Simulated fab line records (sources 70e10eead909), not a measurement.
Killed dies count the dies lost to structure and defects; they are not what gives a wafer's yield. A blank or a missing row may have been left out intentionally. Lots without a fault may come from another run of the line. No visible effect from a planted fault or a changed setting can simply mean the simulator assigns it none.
One fault seen from 2 desks    flow nand-harc    each desk holds nothing but its own numbers, with what lay behind them at the end

FROM THE METROLOGY DESK
Lot by lot, what the gauges showed, no matter which tool ran the lot: averages of those sampled wafers that carry a number. Any lot whose mean is over 4 standard deviations away from the usual mean is out of limits and marked OUT; that distance is given in the brackets.
Columns: A = thk-nm at NHARC_A_ONON_D1_THK_MEAS_02, usual 1003 nm; B = thk-nm at NHARC_A_ONON_D1_THK_MEAS_11, usual 1003 nm; C = cd-nm at NHARC_A_CHANNEL_HOLE_D1_CD_MEAS_10, usual 100.1 nm; D = cd-nm at NHARC_A_CHANNEL_HOLE_D1_CD_MEAS_30, usual 90.1 nm
lot   first seen here  A     B     C               D
L857  day 10 00:53     997   1015  100.2           91.1
L860  day 11 19:10     986   1003  82.5 (-33) OUT  71.9 (-15) OUT
L862  day 12 10:05     1006  998   86.7 (-25) OUT  75.9 (-12) OUT
L863  day 12 17:07     993   1007  100.5           91.0
L864  day 13 03:30     995   1018  100.9           89.7
L865  day 13 20:17     994   1012  100.2           89.7
L868  day 15 08:58     1008  995   99.9            90.8
L873  day 17 05:31     1013  1000  100.0           90.1
Finding of this desk: L860, L862 out of limits; the first was L860 at day 12 11:39, on cd-nm at NHARC_A_CHANNEL_HOLE_D1_CD_MEAS_10. L857, L863, L864, L865, L868, L873: within limits.

THE TOOL OWNER'S DESK: arfi-scanner-01
The tool's own readings at NHARC_A_CHANNEL_HOLE_D1_EXPOSE_07 (exposes mask HOLE D1, target cd 100 nm): means of the sampled wafers that have a number, for each lot that ran on this tool. Any lot whose mean is over 4 standard deviations away from the usual mean is out of limits and marked OUT; that distance is given in the brackets.
Columns: A = exposure-dose-mJ-cm2 at NHARC_A_CHANNEL_HOLE_D1_EXPOSE_07, usual 59.59; B = focus-offset-nm at NHARC_A_CHANNEL_HOLE_D1_EXPOSE_07, usual 0.0 nm
lot   first seen here  A                        B
L857  day 10 17:51     59.73                    -0.1
L860  day 12 11:31     41.19 (-99 or more) OUT  0.4
L862  day 13 05:34     44.86 (-99 or more) OUT  0.1
Finding of this desk: L860, L862 out of limits; the first was L860 at day 12 11:31, on exposure-dose-mJ-cm2 at NHARC_A_CHANNEL_HOLE_D1_EXPOSE_07. L857: within limits.

ALL TOGETHER
On L860, L862, at day 12 11:31, an alarm was possible from the tool owner's desk.
On L860, L862, the metrology desk was in a position to raise an alarm at day 12 11:39.
Every lot named ran NHARC_A_CHANNEL_HOLE_D1_EXPOSE_07 on arfi-scanner-01.

WHAT HAD BEEN PUT IN BY THE SIMULATOR
Process parameters drifting: arfi-scanner-01 at NHARC_A_CHANNEL_HOLE_D1_EXPOSE_07, beginning at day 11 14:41. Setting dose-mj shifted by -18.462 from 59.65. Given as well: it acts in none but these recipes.
Lots struck among those shown: L860, L862.
Delay (hours) between the fault's onset and each desk's first out-of-limits reading: 21 at the tool owner's desk, 21 at the metrology desk.
